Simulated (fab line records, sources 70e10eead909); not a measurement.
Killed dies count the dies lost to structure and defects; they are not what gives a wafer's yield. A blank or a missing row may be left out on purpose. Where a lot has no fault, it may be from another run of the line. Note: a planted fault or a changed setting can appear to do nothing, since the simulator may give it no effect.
Chamber matching + flow nandHarc + 3 sister chambers for NHARC_A_SLIT_DEP_23 on pecvd-03
The step deposits SiON, target thk 100 nm. 20 wafers are shown with their chamber, then 10 later ones without.

## EACH WAFER AND ITS CHAMBER
| wafer  | chamber | heaterPowerW (W) | rfFwdPowerW (W) | susceptorTempC (C) |
|--------|---------|------------------|-----------------|--------------------|
| L074.3 | 0       | 856              | 349.2           | 399.96             |
| L074.4 | 1       | 827              | 347.4           | 400.21             |
| L074.6 | 2       | 674              | 347.6           | 400.13             |
| L078.2 | 0       | 805              | 348.1           | 400.45             |
| L078.4 | 2       | 714              | 348.7           | 400.19             |
| L078.5 | 0       | 799              | 348.8           | 400.10             |
| L080.1 | 1       | 812              | 349.0           | 400.01             |
| L080.2 | 2       | 613              | 349.6           | 400.04             |
| L080.3 | 1       | 805              | 349.1           | 400.21             |
| L084.1 | 2       | 585              | 346.6           | 400.16             |
| L084.4 | 2       | 594              | 347.1           | 400.34             |
| L084.5 | 1       | 689              | 349.4           | 400.02             |
| L083.2 | 2       | 631              | 347.9           | 400.05             |
| L083.4 | 0       | 716              | 347.4           | 400.10             |
| L083.6 | 1       | 757              | 349.4           | 400.14             |
| L081.1 | 0       | 838              | 349.6           | 399.78             |
| L081.3 | 1       | 824              | 349.7           | 400.50             |
| L081.6 | 0       | 698              | 349.8           | 399.88             |
| L086.1 | 0       | 724              | 349.6           | 399.60             |
| L086.3 | 1       | 772              | 348.5           | 399.93             |

SIGNATURES, as means of the wafers listed above
| reading        | chamber 0 | chamber 1 | chamber 2 | scatter within a chamber |
|----------------|-----------|-----------|-----------|--------------------------|
| heaterPowerW   | 776.57    | 783.71    | 635.17    | 54.8                     |
| rfFwdPowerW    | 348.929   | 348.929   | 347.917   | 0.918                    |
| susceptorTempC | 399.9814  | 400.1457  | 400.1517  | 0.206                    |
Rule: for each reading, subtract the chamber's mean from the wafer's reading, divide by that reading's scatter and square the result; add these up over the readings and take the root, which gives the wafer's distance from the chamber. The wafer belongs to the nearest chamber; if the next one is less than 2 further off, it can't be placed. How the scatter is found: for the shown wafers, subtract from each reading the mean of its chamber, square and add these, divide the total by (wafers less chambers), then take the root.

## WAFERS WITH NO CHAMBER GIVEN
| wafer  | heaterPowerW (W) | rfFwdPowerW (W) | susceptorTempC (C) |
|--------|------------------|-----------------|--------------------|
| L086.5 | 784              | 348.0           | 400.19             |
| L090.1 | 704              | 347.9           | 399.99             |
| L090.2 | 671              | 349.1           | 400.50             |
| L090.6 | 730              | 348.9           | 399.85             |
| L093.3 | 703              | 348.6           | 400.18             |
| L093.4 | 718              | 346.0           | 399.99             |
| L093.5 | 717              | 348.1           | 400.05             |
| L096.2 | 762              | 349.7           | 400.15             |
| L096.3 | 711              | 349.3           | 400.03             |
| L096.4 | 699              | 349.1           | 399.63             |

## THE CHAMBER EACH PASSED THROUGH
| wafer  | from the rows above          | in truth |
|--------|------------------------------|----------|
| L086.5 | can't be placed: 1 or 0 or 2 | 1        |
| L090.1 | can't be placed: 2 or 0 or 1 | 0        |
| L090.2 | can't be placed: 2 or 1 or 0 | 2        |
| L090.6 | can't be placed: 0 or 1 or 2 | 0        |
| L093.3 | can't be placed: 2 or 1 or 0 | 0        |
| L093.4 | can't be placed: 2 or 0 or 1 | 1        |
| L093.5 | can't be placed: 0 or 1 or 2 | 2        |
| L096.2 | can't be placed: 1 or 0      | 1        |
| L096.3 | can't be placed: 0 or 1 or 2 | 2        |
| L096.4 | can't be placed: 0 or 1 or 2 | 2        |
Placed correctly: 0 of 10. These rows do not allow placing 10 (true chamber among the candidates in 10). 0 placed wrongly.
